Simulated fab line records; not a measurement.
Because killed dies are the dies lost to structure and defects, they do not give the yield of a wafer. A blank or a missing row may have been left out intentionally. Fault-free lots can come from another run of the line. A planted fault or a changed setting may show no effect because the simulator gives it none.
Split-lot trial + flow n5Finfet + route with 1938 steps; 7 lots, 39 wafers read

SPLIT DETAILS
At N5_BEOL_M0_CUTY_DESCUM_61 (chemistry O2, time 7.9 s), the setting timeS was moved away from the recipe's 7.9 s on 12 of the 39 wafers read, by -42.9% to +54.9%. The other wafers ran this setting at the recipe's value.

The file shows no step between the split and the reading.

THE READING
CAR-ArF-block_of_BEOL_M0_CUTY_COAT_51.thkNm (the simulator's own value, which no gauge read), in nm, at N5_BEOL_M0_CUTY_ETCH_62 (etches SiARC in CF4, time 58.5 s). The file does not state a usual value for it. Average 118.4 nm, standard deviation 0.28 nm, over the 27 wafers here run with the recipe.

| wafer  | tool, chamber at the split | timeS as run, s | against the recipe | CAR-ArF-block_of_BEOL_M0_CUTY_COAT_51.thkNm, nm | against lot-mates on the recipe |
|--------|----------------------------|-----------------|--------------------|-------------------------------------------------|---------------------------------|
| L075.1 | rieDiel-06, 2,0            | 7.9             | recipe             | 118.6                                           | -                               |
| L075.2 | rieDiel-06, 2,0            | 7.9             | recipe             | 118.6                                           | -                               |
| L075.3 | rieDiel-06, 1,0            | 12.24           | +54.9%             | 116.2                                           | -2.5                            |
| L075.6 | rieDiel-06, 1,0            | 12.24           | +54.9%             | 116.2                                           | -2.5                            |
| L075.4 | rieDiel-06, 3              | 7.9             | recipe             | 118.8                                           | -                               |
| L075.5 | rieDiel-06, 3              | 12.24           | +54.9%             | 115.8                                           | -2.9                            |
| L078.1 | rieDiel-05, 1              | 7.9             | recipe             | 118                                             | -                               |
| L078.3 | rieDiel-05, 0              | 7.9             | recipe             | 118                                             | -                               |
| L078.2 | rieDiel-05, 3              | 7.9             | recipe             | 118.4                                           | -                               |
| L078.4 | rieDiel-05, 2,3            | 11.43           | +44.7%             | 115.8                                           | -2.3                            |
| L078.5 | rieDiel-05, 2,3            | 11.43           | +44.7%             | 115.8                                           | -2.3                            |
| L078.6 | rieDiel-05, 0              | 11.43           | +44.7%             | 116.2                                           | -1.9                            |
| L083.1 | rieDiel-02, 0,1,3,2        | 7.9             | recipe             | 118.2                                           | -                               |
| L083.2 | rieDiel-02, 0,1,3,2        | 7.9             | recipe             | 118.4                                           | -                               |
| L083.3 | rieDiel-02, 0,1,3,2        | 7.9             | recipe             | 118.4                                           | -                               |
| L083.4 | rieDiel-02, 2              | 7.9             | recipe             | 118.4                                           | -                               |
| L083.6 | rieDiel-02, 0,1,3,2        | 7.9             | recipe             | 118.4                                           | -                               |
| L083.5 | rieDiel-02, 3              | 7.9             | recipe             | 118                                             | -                               |
| L084.1 | rieDiel-05, 2              | 4.507           | -42.9%             | 120.4                                           | +2.2                            |
| L084.2 | rieDiel-05, 0              | 7.9             | recipe             | 118.4                                           | -                               |
| L084.3 | rieDiel-05, 3              | 4.507           | -42.9%             | 120                                             | +1.8                            |
| L084.5 | rieDiel-05, 3              | 4.507           | -42.9%             | 120                                             | +1.8                            |
| L084.4 | rieDiel-05, 2              | 7.9             | recipe             | 118                                             | -                               |
| L084.6 | rieDiel-05, 0              | 7.9             | recipe             | 118.2                                           | -                               |
| L092.1 | rieDiel-02, 1,0            | 10.49           | +32.8%             | 117.2                                           | -1.7                            |
| L092.2 | rieDiel-02, 2              | 7.9             | recipe             | 118.6                                           | -                               |
| L092.3 | rieDiel-02, 0              | 10.49           | +32.8%             | 117                                             | -1.9                            |
| L092.4 | rieDiel-02, 3              | 7.9             | recipe             | 119.2                                           | -                               |
| L092.5 | rieDiel-02, 1,0            | 10.49           | +32.8%             | 117.4                                           | -1.5                            |
| L092.6 | rieDiel-02, 1              | 7.9             | recipe             | 118.8                                           | -                               |
| L094.4 | rieDiel-02, 0              | 7.9             | recipe             | 118.4                                           | -                               |
| L094.5 | rieDiel-02, 0              | 7.9             | recipe             | 118.6                                           | -                               |
| L094.6 | rieDiel-02, 1              | 7.9             | recipe             | 118                                             | -                               |
| L097.1 | rieDiel-05, 2,0,3,2        | 7.9             | recipe             | 118.2                                           | -                               |
| L097.3 | rieDiel-05, 2,0,3,2        | 7.9             | recipe             | 118.2                                           | -                               |
| L097.4 | rieDiel-05, 1,3            | 7.9             | recipe             | 118.2                                           | -                               |
| L097.5 | rieDiel-05, 1,3            | 7.9             | recipe             | 118.2                                           | -                               |
| L097.6 | rieDiel-05, 2,0,3,2        | 7.9             | recipe             | 118.2                                           | -                               |
| L097.2 | rieDiel-05, 2,0,3,2        | 7.9             | recipe             | 118.4                                           | -                               |
When a row names more than one chamber, that row covers several wafers, and the file does not tell which wafer ran in which chamber.

THE FIT
A straight line over all 39 wafers: CAR-ArF-block_of_BEOL_M0_CUTY_COAT_51.thkNm changes by -0.0438 nm for each +1% of timeS; r = -0.96; the points scatter about the line by 0.31 nm.
The same after taking each lot's own level away (the mean of its wafers on the recipe; 39 wafers): -0.0475 nm for each +1%; r = -0.99; scatter 0.18 nm.
That fit puts the effect of the largest move of timeS on the reading at 2.6 nm.
Across the lots, their own levels run from 118.13 to 118.87 nm, a range of 2.6 times the standard deviation given above.
The two slopes are in agreement: the lot-to-lot level therefore moves the slope only a little.
Check: for one of the wafers moved furthest among these (+54.9%), held out of the fit, the line's prediction against its lot-mates is -2.66 nm. Against them it came out at -2.47 nm.

ADDITIONAL SPLITS CARRIED BY THESE WAFERS
Before the reading, these wafers also passed through other splits. Each is held against what the fit with the lots' levels taken away leaves over:
| other split on the same wafers             | wafers away from the commonest value | r with CAR-ArF-block_of_BEOL_M0_CUTY_COAT_51.thkNm (lot level and that fit taken away) |
|--------------------------------------------|--------------------------------------|----------------------------------------------------------------------------------------|
| N5_FIN_SAQP_DEVELOP_15 developTimeS        | 15                                   | +0.06                                                                                  |
| N5_STI_FIN_REVEAL_ETCHBACK_08 targetDepthA | 18                                   | -0.14                                                                                  |
| N5_SD_EPI_P_EPI_21 timeS                   | 15                                   | -0.10                                                                                  |

THE WHOLE CHAIN: every reading that the file lists as answering this split, in the file's order
| step                      | what it does                     | reading                                                                                      | change (the file's fit)                | r (the file's) |
|---------------------------|----------------------------------|----------------------------------------------------------------------------------------------|----------------------------------------|----------------|
| N5_BEOL_M0_CUTY_DESCUM_61 | chemistry O2, time 7.9 s         | CAR-ArF-block_of_BEOL_M0_CUTY_COAT_51.thkNm (the simulator's own value, which no gauge read) | -0.0467 nm for each +1% of the setting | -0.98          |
| N5_BEOL_M0_CUTY_ETCH_62   | etches SiARC in CF4, time 58.5 s | CAR-ArF-block_of_BEOL_M0_CUTY_COAT_51.thkNm (the simulator's own value, which no gauge read) | -0.0477 nm for each +1% of the setting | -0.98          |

FILE'S OWN FIT
CAR-ArF-block_of_BEOL_M0_CUTY_COAT_51.thkNm changes by -0.0477 nm for each +1% of timeS, r = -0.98.
